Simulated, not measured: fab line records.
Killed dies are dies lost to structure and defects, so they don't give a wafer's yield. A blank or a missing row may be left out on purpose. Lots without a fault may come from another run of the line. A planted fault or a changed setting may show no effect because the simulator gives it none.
Which of the tools did it? ; flow nandHarc ; 14 lots, 40 wafers sampled, at 6 steps of a route of 1302

WHAT EACH GAUGE READ, for each wafer
NHARC_A_BLC_INSPECT_28.
lot;measured;on;rawDefectCount
L632;day 22 17:56;defectInspect-02;496 481 313
L631;day 22 19:03;defectInspect-02;792 653 579
L633;day 24 00:22;defectInspect-01;550 603 625
L635;day 24 03:29;defectInspect-02;571 521 472
L639;day 25 20:48;defectInspect-02;675 534
L640;day 26 12:57;defectInspect-02;628 443
L643;day 28 12:50;defectInspect-02;649 661 612
L647;day 29 08:41;defectInspect-02;531 690 522
L645;day 29 14:28;defectInspect-01;506 532 640
L646;day 30 02:07;defectInspect-02;367 414 387
L649;day 30 05:58;defectInspect-02;650 528 588
L650;day 31 02:03;defectInspect-01;652 601 523
L651;day 31 04:53;defectInspect-02;594 640 645
L654;day 32 14:51;defectInspect-01;508 482 561

NHARC_END_SORT_01.
lot;measured;on;defectLimitedYield (%);killedAtArray;killedAtOther;killedAtPeriphery;killedDies;killedOpen;killedShort
L639;day 27 14:08;prober-01;82.9;110;0;6;116;2;1

EACH LOT AND THE TOOL THAT RAN IT (in order: tool; ch and the chambers of the sampled wafers; start)
lot;NHARC_A_BLC_DEGAS_30;NHARC_A_BLC_CVD_24;NHARC_A_M0_ECD_22;NHARC_A_M0_CMP_23
L632;pvdSputter-01, day 22 16:34;cvdW-02 ch 0,1, day 22 17:56 or earlier;ecdCu-02 ch 0,1, day 22 20:21;cmp-01 ch 0,2, day 22 21:04
L631;pvdSputter-02, day 22 17:41;cvdW-01 ch 0,1, day 22 19:03 or earlier;ecdCu-01 ch 0,1, day 22 21:32;cmp-04 ch 0,2,3, day 22 22:11
L633;pvdSputter-02, day 23 22:44;cvdW-02 ch 0,1, day 24 00:22 or earlier;ecdCu-01 ch 1, day 24 02:49;cmp-02 ch 0,1,3, day 24 03:31
L635;pvdSputter-01, day 24 01:36;cvdW-02 ch 0,1, day 24 03:29 or earlier;ecdCu-02 ch 0,1, day 24 06:04;cmp-04 ch 0,1,2, day 24 06:45
L639;pvdSputter-01, day 25 19:23;cvdW-02 ch 0,1, day 25 20:48 or earlier;ecdCu-01 ch 1, day 25 23:46;cmp-01 ch 0,3, day 26 00:28
L640;pvdSputter-03, day 26 11:37;cvdW-02 ch 0,1, day 26 12:57 or earlier;ecdCu-01 ch 0,1, day 26 15:31;cmp-04 ch 0,1, day 26 16:08
L643;pvdSputter-02, day 28 11:28;cvdW-02 ch 0,1, day 28 12:50 or earlier;ecdCu-02 ch 0,1, day 28 15:16;cmp-04 ch 0,1,2, day 28 16:02
L647;pvdSputter-02, day 29 07:19;cvdW-02 ch 0,1, day 29 08:41 or earlier;ecdCu-01 ch 0,1, day 29 11:43;cmp-04 ch 0,2,3, day 29 12:45
L645;pvdSputter-01, day 29 13:05;cvdW-01 ch 0,1, day 29 14:28 or earlier;ecdCu-02 ch 0,1, day 29 17:01;cmp-01 ch 0,2,3, day 29 17:44
L646;pvdSputter-02, day 30 00:44;cvdW-01 ch 0,1, day 30 02:07 or earlier;ecdCu-01 ch 0,1, day 30 04:44;cmp-01 ch 0,1,3, day 30 05:26
L649;pvdSputter-01, day 30 04:34;cvdW-01 ch 0,1, day 30 05:58 or earlier;ecdCu-01 ch 1, day 30 08:23;cmp-04 ch 1,3, day 30 09:04
L650;pvdSputter-02, day 31 00:41;cvdW-01 ch 0,1, day 31 02:03 or earlier;ecdCu-02 ch 0,1, day 31 04:32;cmp-01 ch 0,1,3, day 31 05:14
L651;pvdSputter-03, day 31 03:30;cvdW-02 ch 0,1, day 31 04:53 or earlier;ecdCu-01 ch 0,1, day 31 07:20;cmp-01 ch 1,2,3, day 31 08:01
L654;pvdSputter-02, day 32 13:29;cvdW-01 ch 0,1, day 32 14:51 or earlier;ecdCu-01 ch 0,1, day 32 17:17;cmp-01 ch 1,3, day 32 17:59
- NHARC_A_BLC_DEGAS_30: time 60 s.
- NHARC_A_BLC_CVD_24: deposits W, target thk 150 nm, time 434 s.
- NHARC_A_M0_ECD_22: material Cu, target thk 400 nm.
- NHARC_A_M0_CMP_23: polishes, t overpolish 20 s, target thk 113.75 nm.

WHAT THE TOOLS THEMSELVES READ (means of the sampled wafers that have a number; where no wafer has one, the mark that the record gives instead)
NHARC_A_BLC_DEGAS_30.
lot;tool;heaterPowerW (W)
L632;pvdSputter-01;430
L631;pvdSputter-02;473
L633;pvdSputter-02;493
L635;pvdSputter-01;479
L639;pvdSputter-01;396
L640;pvdSputter-03;486
L643;pvdSputter-02;504
L647;pvdSputter-02;434
L645;pvdSputter-01;455
L646;pvdSputter-02;478
L649;pvdSputter-01;511
L650;pvdSputter-02;429
L651;pvdSputter-03;511
L654;pvdSputter-02;508

NHARC_A_BLC_CVD_24.
lot;tool;heaterPowerW (W);mfcWf6Sccm (sccm);throttleValvePct (%)
L632;cvdW-02;484;39.98;7.57
L631;cvdW-01;444;39.82;7.95
L633;cvdW-02;469;39.92;7.76
L635;cvdW-02;478;40.01;7.81
L639;cvdW-02;486;40.05;7.70
L640;cvdW-02;474;39.99;7.68
L643;cvdW-02;470;40.15;7.53
L647;cvdW-02;466;40.05;7.37
L645;cvdW-01;452;40.14;8.11
L646;cvdW-01;452;40.08;8.05
L649;cvdW-01;453;39.91;7.98
L650;cvdW-01;433;40.02;8.12
L651;cvdW-02;471;40.01;7.73
L654;cvdW-01;437;39.99;7.94

NHARC_A_M0_CMP_23.
lot;tool;motorCurrentA (A);slurryFilterDpKPa (kPa);timeToEndpointS (s)
L632;cmp-01;12.9;13.49;29.3
L631;cmp-04;11.8;13.51;28.6
L633;cmp-02;12.3;13.52;29.0
L635;cmp-04;12.6;13.42;29.3
L639;cmp-01;11.9;13.44;19.2
L640;cmp-04;12.6;13.44;19.6
L643;cmp-04;12.6;13.53;31.5
L647;cmp-04;12.2;13.50;29.6
L645;cmp-01;12.4;13.57;27.5
L646;cmp-01;12.6;13.45;30.0
L649;cmp-04;10.5;13.35;28.4
L650;cmp-01;13.0;13.65;28.1
L651;cmp-01;13.5;13.56;31.5
L654;cmp-01;14.1;13.47;28.2

THE ANSWER, worked out from the rows above alone
Rule: the lots themselves supply what counts as usual. Put in order of their means at a reading, lots are off if they are a third of the lots or fewer, leave a main group of 4 or more, and stand apart from it by a gap of 3 or more times the standard deviation of the main group's means; of several such gaps the widest counts. A main group whose means are all the same, to the digits that the tables above print for the reading, isn't used. A lot without any number at a reading at which 4 lots or more have one is off too. Any other lot the step has rows for is counted as sound. First the gauges in route order, then the tools' own readings, where a lot's mean is used as printed above. The first step at which some lot is off is used, and at that step the reading that is off furthest; a lot without a number counts as furthest.
Off: L639, L640, at NHARC_A_M0_CMP_23 (timeToEndpointS). Mean 29.2 s and standard deviation 1.2 in the main group.
If a tool, at that step or one of the process steps before it, ran each lot that is off and ran no sound lot following the first of them, it fits. Because NHARC_A_BLC_CVD_24 lacks a start for some lots, the hours and order of its lots are taken from NHARC_A_BLC_INSPECT_28. No candidate that was tried fits.

WHAT HAD BEEN PUT IN BY THE SIMULATOR
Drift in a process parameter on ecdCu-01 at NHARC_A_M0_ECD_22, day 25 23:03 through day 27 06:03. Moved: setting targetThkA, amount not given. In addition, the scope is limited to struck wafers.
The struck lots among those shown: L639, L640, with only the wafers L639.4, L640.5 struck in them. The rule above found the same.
